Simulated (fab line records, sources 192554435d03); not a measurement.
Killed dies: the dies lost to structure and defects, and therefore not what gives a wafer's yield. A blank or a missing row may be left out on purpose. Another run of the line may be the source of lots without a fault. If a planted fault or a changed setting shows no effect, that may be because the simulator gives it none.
Chamber matching ; flow n5_finfet ; N5_DUMMY_GATE_ETCH_44 on rie_si-02: 4 sister chambers
The step etches poly-Si in HBr/O2, stops on SiO2, target depth 127.5 nm. 4 wafers are shown with their chamber, then 7 later ones without.

EACH WAFER AND ITS CHAMBER
wafer;chamber;throttle_valve_pct (%)
L080.3;0;18.59
L083.6;1;19.04
L085.1;2;18.53
L085.2;3;18.56

WAFERS WITH NO CHAMBER GIVEN
wafer;throttle_valve_pct (%)
L085.5;18.54
L088.2;19.03
L088.4;18.55
L088.5;18.53
L092.1;18.53
L092.3;18.60
L092.4;18.56

WHICH CHAMBER EACH ONE RAN IN
wafer;from the rows above;in truth
L085.5;can't be placed: 2 or 3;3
L088.2;1;1
L088.4;can't be placed: 3 or 2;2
L088.5;2;2
L092.1;2;2
L092.3;0;0
L092.4;3;3
Correctly placed: 5 of 7. Not placeable from these rows: 2 (in 2, the candidates include the true chamber). Number placed wrongly: 0.
How it was worked out, from the rows above alone: a wafer's distance from a chamber is the root of the sum, over the readings, of the square of ((its reading less the chamber's mean) divided by the reading's scatter). The wafer belongs to the nearest chamber; if the next one is less than 2 further off, it can't be placed. A chamber's mean is the mean of its shown wafers. The scatter: with one shown wafer a chamber, the root of the mean of the squares of how far each hidden wafer lies from its nearest shown one.
